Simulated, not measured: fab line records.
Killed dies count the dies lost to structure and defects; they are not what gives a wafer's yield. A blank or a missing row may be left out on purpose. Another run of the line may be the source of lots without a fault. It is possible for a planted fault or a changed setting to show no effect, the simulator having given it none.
Chamber matching	flow n5Finfet	N5_ILD0_CMP_12 on cmp-02 has 4 sister chambers
The step polishes SiNx, stops on poly-Si, t overpolish 6 s, target thk 17.67 nm. 8 wafers are shown with their chamber, then 8 later ones without.

## EACH WAFER AND ITS CHAMBER
wafer	chamber	motorCurrentA (A)	timeToEndpointS (s)
L081.3	1	9.2	32.4
L081.6	0	7.6	29.3
L082.2	1	9.3	31.1
L083.3	0	7.3	29.9
L086.4	3	7.7	30.9
L086.5	2	7.8	27.2
L086.6	3	7.9	29.9
L091.1	2	8.4	27.5

## WAFERS WITH NO CHAMBER GIVEN
wafer	motorCurrentA (A)	timeToEndpointS (s)
L091.3	8.0	29.6
L091.6	7.8	29.4
L092.2	9.0	28.8
L092.5	7.7	28.9
L092.6	7.7	27.4
L096.4	7.2	29.1
L096.5	7.5	26.9
L096.6	9.1	29.3

## WHICH CHAMBER EACH WENT THROUGH
wafer	from the rows above	in truth
L091.3	can't be placed: 3 or 0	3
L091.6	can't be placed: 0 or 3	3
L092.2	can't be placed: 2 or 1 or 3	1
L092.5	can't be placed: 0 or 3 or 2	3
L092.6	2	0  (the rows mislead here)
L096.4	can't be placed: 0 or 3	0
L096.5	can't be placed: 2 or 0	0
L096.6	can't be placed: 1 or 2 or 3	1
Placed correctly: 0 of 8. Cannot be placed on the basis of these rows: 7; the candidates contain the true chamber in 7. Placed wrongly: 1.
How it was worked out, from the rows above alone: a wafer's distance from a chamber is the root of the sum, over the readings, of the square of ((its reading less the chamber's mean) divided by the reading's scatter). If the next closest chamber is less than 2 further off than the closest, the wafer can't be placed; otherwise it belongs to the closest. A chamber's mean is the mean of its shown wafers. The scatter: take each reading less its chamber's mean, square it, sum over the shown wafers, divide by the number of wafers less the number of chambers, and take the root.
